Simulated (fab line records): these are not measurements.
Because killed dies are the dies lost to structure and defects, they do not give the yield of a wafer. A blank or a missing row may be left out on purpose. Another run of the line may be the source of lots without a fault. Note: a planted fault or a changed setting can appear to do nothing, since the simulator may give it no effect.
Split-lot experiment ; flow n5_finfet ; 7 lots, 21 wafers read, on a route of 1938 steps

## ABOUT THE SPLIT
At N5_BEOL_M5_HM_DEP_02 (deposits TiN, target thk 20 nm), the setting target_thk_a was moved away from the recipe's 200 angstrom on 7 of the 21 wafers read, by -8.0% to +10.7%. For the rest of the wafers, this setting stayed at what the recipe calls for.

## FROM THE SPLIT TO THE READING: what the file shows between them, 14 steps
- N5_BEOL_M5_COAT_60: time 60 s, resist thk 12 nm (also split here: spin_rpm)
- N5_BEOL_M5_COAT_71: time 60 s, resist thk 5 nm
- N5_BEOL_M5_COAT_05: resist thk 30 nm
- N5_BEOL_M5_DESCUM_16: chemistry O2, time 7 s
- N5_BEOL_M5_ETCH_72: etches underlayer in N2/H2, target depth 6.5 nm, time 5.2 s
- N5_BEOL_M5_ETCH_61: etches SiARC in CF4, target depth 15.6 nm, time 26 s
- N5_BEOL_M5_ETCH_62: etches SOC in N2/H2, target depth 75 nm, overetch 15 nm, time 112.5 s
- N5_BEOL_M5_STRIP_63: strips in N2/H2
- N5_BEOL_M5_STRIP_73: strips in N2/H2
- N5_BEOL_M5_STRIP_64: strips in CF4
- N5_BEOL_M5_HM_OPEN_17: chemistry Cl2/BCl3, target TiN, target depth 20 nm, overetch 6 nm
- N5_BEOL_M5_STRIP_19: strips in O2
- N5_BEOL_M5_STRIP_85: strips in C4F6/O2
- N5_BEOL_M5_STRIP_36: strips in N2/H2

## THE READING
TiN_of_BEOL_M5_HM_DEP_02.thk_nm (the simulator's own value, which no gauge read), in nm, at N5_BEOL_M5_TRENCH_ETCH_37 (etches SiCOH lowk in C4F6/O2, target depth 71.652 nm, time 24.7 s). The file does not state a usual value for it. Average 17.9 nm, standard deviation 0.19 nm, over the 14 wafers here run with the recipe.

wafer;tool, chamber at the split;target_thk_a as run, angstrom;against the recipe;TiN_of_BEOL_M5_HM_DEP_02.thk_nm, nm;against lot-mates on the recipe
L076.1;pvd_sputter-03, -;200;recipe;17.8;-
L076.3;pvd_sputter-03, -;208.2;+4.1%;18.8;+1.0
L076.6;pvd_sputter-03, -;208.2;+4.1%;18.4;+0.6
L077.3;pvd_sputter-02, -;200;recipe;17.8;-
L077.6;pvd_sputter-02, -;200;recipe;17.8;-
L077.4;pvd_sputter-02, -;200;recipe;18;-
L078.2;pvd_sputter-03, -;200;recipe;17.8;-
L078.4;pvd_sputter-03, -;200;recipe;17.6;-
L078.5;pvd_sputter-03, -;200;recipe;18;-
L081.3;pvd_sputter-03, -;200;recipe;17.8;-
L081.6;pvd_sputter-03, -;200;recipe;17.8;-
L081.4;pvd_sputter-03, -;208.2;+4.1%;18.8;+1.0
L091.2;pvd_sputter-01, -;200;recipe;17.6;-
L091.3;pvd_sputter-01, -;221.4;+10.7%;19.8;+2.2
L091.6;pvd_sputter-01, -;221.4;+10.7%;19.6;+2.0
L093.2;pvd_sputter-01, -;200;recipe;18;-
L093.5;pvd_sputter-01, -;200;recipe;18;-
L093.4;pvd_sputter-01, -;200;recipe;18.4;-
L095.3;pvd_sputter-01, -;200;recipe;17.8;-
L095.4;pvd_sputter-01, -;184;-8.0%;16;-1.8
L095.5;pvd_sputter-01, -;184;-8.0%;16.2;-1.6

FIT RESULTS
A straight line over all 21 wafers: TiN_of_BEOL_M5_HM_DEP_02.thk_nm changes by +0.191 nm for each +1% of target_thk_a; r = +0.97; the points scatter about the line by 0.21 nm.
The same after taking each lot's own level away (the mean of its wafers on the recipe; 21 wafers): +0.204 nm for each +1%; r = +0.99; scatter 0.14 nm.
Per that fit: largest target_thk_a move, reading shift of 2.2 nm.
Measured against the standard deviation above, the lots' own levels, which go from 17.60 to 18.13 nm, span 2.7 times it.
Hence the lot-to-lot level has little effect on the slope; both slopes agree.
Check: +2.16 nm against its lot-mates is what the line predicts for one of the wafers moved furthest among these (+10.7%) when that wafer is left out of the fit. It came out at +2.2 nm against them.

## FURTHER SPLITS ON THESE WAFERS
Other splits were also applied to these wafers ahead of the reading. Each is held against what the fit with the lots' levels taken away leaves over:
other split on the same wafers;wafers away from the commonest value;r with TiN_of_BEOL_M5_HM_DEP_02.thk_nm (lot level and that fit taken away)
N5_BEOL_M4_COAT_73 spin_rpm;7;-0.07
N5_BEOL_M5_COAT_60 spin_rpm;5;+0.27

## THE WHOLE CHAIN: every reading that the file lists as answering this split, in the file's order
step;what it does;reading;change (the file's fit);r (the file's)
N5_BEOL_M5_HM_DEP_02;deposits TiN, target thk 20 nm;TiN_of_BEOL_M5_HM_DEP_02.thk_nm (the simulator's own value, which no gauge read);+0.194 nm for each +1% of the setting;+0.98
N5_BEOL_M5_HM_OPEN_17;chemistry Cl2/BCl3, target TiN, target depth 20 nm, overetch 6 nm;etch.depth_nm (the simulator's own value, which no gauge read);+0.201 nm for each +1% of the setting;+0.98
N5_BEOL_M5_TRENCH_ETCH_37;etches SiCOH lowk in C4F6/O2, target depth 71.652 nm, time 24.7 s;TiN_of_BEOL_M5_HM_DEP_02.thk_nm (the simulator's own value, which no gauge read);+0.205 nm for each +1% of the setting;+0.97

## FILE'S OWN FIT
TiN_of_BEOL_M5_HM_DEP_02.thk_nm changes by +0.205 nm for each +1% of target_thk_a, r = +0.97.
